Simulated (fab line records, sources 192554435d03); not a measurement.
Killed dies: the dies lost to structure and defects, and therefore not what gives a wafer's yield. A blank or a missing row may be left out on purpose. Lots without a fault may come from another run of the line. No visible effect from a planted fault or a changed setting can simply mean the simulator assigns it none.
A struck lot beside a sound one || flow n5Finfet || 15 out of 1938 route steps
Sound: these wafers, L756.1, L756.4, L756.6. Struck: wafer L766.3; the same lot's L766.2 was not struck, so it is left out; see the end for the cause.
Order at every step that has rows: each side's tool, ch and its chambers, its first start. Under that, the readings that differ: sound wafers || struck wafers || difference of the means || sigmas: that difference in standard deviations of wafers without a fault.
alike: same words and numbers on both sides, and readings whose means sit less than 2 such deviations apart. not compared: any withheld reading, any reading some wafer has no value for, any bound like >300 that may hide the same value, and any number with overlapping values for which the record gives no deviation.
The two part at a step that has a row with sigmas, a row that says differs or no value, or rows on one side only. Numbers that don't overlap but have no deviation are shown without sigmas and don't part them. A reading that every wafer of one side lacks parts them only if that side has two wafers or more.

N5_WELL_APT_INSPECT_38: inspects for defects (darkfield).
  sound on defectInspect-01 at day 1 17:10; struck on defectInspect-01 at day 4 04:41
  alike: rawDefectCount
N5_PMOS_HMC_CHANNEL_EPI_HM_DEP_34: deposits SiO2 from TEOS/O2, target thk 36 nm, time 6.9 s.
  sound on pecvd-02 ch 0,1,2, day 1 17:12; struck on pecvd-03 ch 1, day 4 04:44
  alike: heaterPowerW, showerheadPlenumPTorr, susceptorTempC, throttleValvePct
then, 7 steps without rows for these wafers: N5_PMOS_HMC_CHANNEL_EPI_COAT_31 (time 60 s, resist thk 66 nm); N5_PMOS_HMC_CHANNEL_EPI_COAT_03 (resist thk 205 nm); N5_PMOS_HMC_CHANNEL_EPI_EBR_05; N5_PMOS_HMC_CHANNEL_EPI_SOFTBAKE_04 (time 60 s); N5_PMOS_HMC_CHANNEL_EPI_EXPOSE_06 (exposes mask PMOS HMC BLK, target cd 240 nm); N5_PMOS_HMC_CHANNEL_EPI_PEB_07 (peb time 60 s); N5_PMOS_HMC_CHANNEL_EPI_DEVELOP_08 (develop time 30 s).
N5_PMOS_HMC_CHANNEL_EPI_CD_MEAS_09: target cd 237.4 nm.
  sound on cdSem-03 ch 0, day 1 17:36; struck on cdSem-03 ch 0, day 4 05:08
  alike: cdNm
N5_PMOS_HMC_CHANNEL_EPI_OVL_MEAS_10:
  sound on overlay-01 ch 0, day 1 17:38; struck on overlay-01 ch 0, day 4 05:10
{"reading": "PMOS_HMC_BLK_OVL (nm)", "sound": "0.5 0.3 0.5", "struck": -1.4, "difference": -1.8, "sigmas": -2}
N5_PMOS_HMC_CHANNEL_EPI_INSPECT_11: inspects for defects (macro).
  sound on defectInspect-02 at day 1 17:40; struck on defectInspect-02 at day 4 05:11
{"reading": "rawDefectCount", "sound": "4 6 1", "struck": 0, "difference": -4, "sigmas": -2}
N5_PMOS_HMC_CHANNEL_EPI_DESCUM_14: chemistry O2, time 7.9 s.
  sound on rieDiel-03 ch 0,1,3, day 1 17:55; struck on rieDiel-03 ch 1, day 4 05:48
{"reading": "model.CAR-ArF-block_of_PMOS_HMC_CHANNEL_EPI_COAT_03.thkNm (nm)", "sound": "198.2 198.7 199.2", "struck": 200.1, "difference": "+1.4", "sigmas": ""}
  alike: drypumpMotorCurrentA, oesProductAu, rfVppV, showerheadPlenumPTorr, throttleValvePct
  not compared: rfHoursCounterH
N5_PMOS_HMC_CHANNEL_EPI_ETCH_32: etches BARC in N2/H2, stops on SiO2, target depth 85.8 nm, time 50.3 s.
  sound on rieDiel-03 ch 0,1,3, day 1 17:57; struck on rieDiel-03 ch 1, day 4 05:50
  alike: drypumpMotorCurrentA, oesProductAu, rfVppV, showerheadPlenumPTorr, throttleValvePct
  not compared: rfHoursCounterH
-- the record jumps here: 7 days lie between the struck wafers' starts before and after (it left off in module PMOS_HMC_CHANNEL_EPI and takes up again in module BEOL_M4, whose first step shown is number 1111 of the route) --
N5_BEOL_M4_RC_MEAS_101:
  sound on prober-02 ch 0, day 8 04:49; struck on prober-02 ch 0, day 10 18:32
{"reading": "IOFF_P (nA/um)", "sound": "0.19 0.19 0.17", "struck": 0.26, "difference": "+0.08", "sigmas": "+2"}
{"reading": "ION_P (uA/um)", "sound": "459 452 448", "struck": 471, "difference": "+18", "sigmas": "+2"}
{"reading": "VT_N (mV)", "sound": "249 251 254", "struck": 244, "difference": -7, "sigmas": -2}
  alike: DIBL_N, DIBL_P, IOFF_N, ION_N, SS_N, SS_P, VT_P

## WHERE THEY PART
First at N5_PMOS_HMC_CHANNEL_EPI_OVL_MEAS_10; last, within this record, at N5_BEOL_M4_RC_MEAS_101.

WHY: the cause the simulator had injected
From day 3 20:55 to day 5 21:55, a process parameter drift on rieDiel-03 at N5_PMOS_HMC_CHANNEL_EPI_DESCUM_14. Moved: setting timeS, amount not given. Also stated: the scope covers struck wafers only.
